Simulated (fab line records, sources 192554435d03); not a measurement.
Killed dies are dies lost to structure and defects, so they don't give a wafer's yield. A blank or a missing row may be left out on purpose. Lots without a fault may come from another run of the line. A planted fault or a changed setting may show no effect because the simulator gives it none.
Split-lot experiment | flow n5_finfet | 7 lots, 21 wafers read, on a route of 1938 steps

THE SPLIT
At N5_MOL_CONTACT_COAG_COAT_78 (resist thk 40 nm), the setting spin_rpm was moved away from the recipe's 1500 rpm on 7 of the 21 wafers read, by -11.1% to +8.5%. The other wafers ran this setting at the recipe's value.

FROM THE SPLIT TO THE READING: what the file shows between them, 4 steps
- N5_MOL_CONTACT_COAG_EXPOSE_81: exposes mask VG, defocus 0 nm (also split here: dose_mj)
- N5_MOL_CONTACT_COAG_PEB_82: peb time 60 s
- N5_MOL_CONTACT_COAG_DEVELOP_83: develop time 30 s
- N5_MOL_CONTACT_COAG_DESCUM_88: chemistry O2, time 7 s

THE READING
CAR-EUV_of_MOL_CONTACT_COAG_COAT_78.thk_nm (the simulator's own value, which no gauge read), in nm, at N5_MOL_CONTACT_COAG_ETCH_89 (etches underlayer in N2/H2, target depth 13 nm, time 10.4 s). The file gives no usual value for it. The 14 wafers here that ran the recipe average 24.7 nm, standard deviation 0.15 nm.

wafer  | tool, chamber at the split | spin_rpm as run, rpm | against the recipe | CAR-EUV_of_MOL_CONTACT_COAG_COAT_78.thk_nm, nm | against lot-mates on the recipe
L075.2 | litho_track-02, 0          | 1500                 | recipe             | 24.6                                           | -
L075.3 | litho_track-02, 0          | 1334                 | -11.1%             | 27.2                                           | +2.5
L075.4 | litho_track-02, 0          | 1500                 | recipe             | 24.8                                           | -
L077.1 | litho_track-05, 0          | 1500                 | recipe             | 24.8                                           | -
L077.3 | litho_track-05, 0          | 1500                 | recipe             | 24.8                                           | -
L077.4 | litho_track-05, 0          | 1628                 | +8.5%              | 23                                             | -1.8
L078.1 | litho_track-03, 0          | 1456                 | -2.9%              | 25.4                                           | +0.6
L078.6 | litho_track-03, 0          | 1456                 | -2.9%              | 25.4                                           | +0.6
L078.3 | litho_track-03, 0          | 1500                 | recipe             | 24.8                                           | -
L084.2 | litho_track-03, 0          | 1500                 | recipe             | 24.8                                           | -
L084.4 | litho_track-03, 0          | 1500                 | recipe             | 24.8                                           | -
L084.6 | litho_track-03, 0          | 1543                 | +2.9%              | 24                                             | -0.8
L087.1 | litho_track-05, 0          | 1500                 | recipe             | 24.4                                           | -
L087.5 | litho_track-05, 0          | 1500                 | recipe             | 24.4                                           | -
L087.6 | litho_track-05, 0          | 1500                 | recipe             | 24.6                                           | -
L088.2 | litho_track-03, 0          | 1500                 | recipe             | 24.8                                           | -
L088.3 | litho_track-03, 0          | 1568                 | +4.5%              | 24                                             | -0.7
L088.6 | litho_track-03, 0          | 1500                 | recipe             | 24.6                                           | -
L091.1 | litho_track-03, 0          | 1500                 | recipe             | 24.6                                           | -
L091.4 | litho_track-03, 0          | 1375                 | -8.3%              | 26.6                                           | +1.9
L091.6 | litho_track-03, 0          | 1500                 | recipe             | 24.8                                           | -

THE FIT
A straight line over all 21 wafers: CAR-EUV_of_MOL_CONTACT_COAG_COAT_78.thk_nm changes by -0.216 nm for each +1% of spin_rpm; r = -0.99; the points scatter about the line by 0.15 nm.
The same after taking each lot's own level away (the mean of its wafers on the recipe; 21 wafers): -0.218 nm for each +1%; r = -0.99; scatter 0.11 nm.
On that fit, the largest move of spin_rpm shifts the reading by 2.4 nm.
The lots' own levels span 24.47 to 24.80 nm, that is 2.3 times the standard deviation above.
So the lot-to-lot level changes the slope little: the two slopes agree.
Check: with one of the wafers moved furthest among these (-11.1%) left out of the fit, the line predicts +2.37 nm for it against its lot-mates. It came out at +2.5 nm against them.

OTHER SPLITS ON THESE WAFERS
These wafers also went through other splits before the reading. Each is held against what the fit with the lots' levels taken away leaves over:
other split on the same wafers        | wafers away from the commonest value | r with CAR-EUV_of_MOL_CONTACT_COAG_COAT_78.thk_nm (lot level and that fit taken away)
N5_ILD0_CMP_03 down_force_psi         | 5                                    | -0.29
N5_ILD0_ALD_15 ald_cycles             | 8                                    | +0.29
N5_GATE_CUT_ETCH_56 icp_w             | 6                                    | +0.38
N5_GATE_CUT_ETCH_58 source_w          | 10                                   | +0.22
N5_GATE_CUT_CUT_ETCH_53 icp_w         | 9                                    | +0.29
N5_MOL_CONTACT_COAG_EXPOSE_81 dose_mj | 6                                    | -0.26

THE WHOLE CHAIN: every reading that the file lists as answering this split, in the file's order
step                           | what it does                                                | reading                                                                                     | change (the file's fit)               | r (the file's)
N5_MOL_CONTACT_COAG_COAT_78    | resist thk 40 nm                                            | CAR-EUV_of_MOL_CONTACT_COAG_COAT_78.thk_nm (the simulator's own value, which no gauge read) | -0.225 nm for each +1% of the setting | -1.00
N5_MOL_CONTACT_COAG_DEVELOP_83 | develop time 30 s                                           | CAR-EUV_of_MOL_CONTACT_COAG_COAT_78.thk_nm (the simulator's own value, which no gauge read) | -0.213 nm for each +1% of the setting | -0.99
N5_MOL_CONTACT_COAG_ETCH_89    | etches underlayer in N2/H2, target depth 13 nm, time 10.4 s | CAR-EUV_of_MOL_CONTACT_COAG_COAT_78.thk_nm (the simulator's own value, which no gauge read) | -0.219 nm for each +1% of the setting | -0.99

THE FILE'S OWN FIT
CAR-EUV_of_MOL_CONTACT_COAG_COAT_78.thk_nm changes by -0.219 nm for each +1% of spin_rpm, r = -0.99.
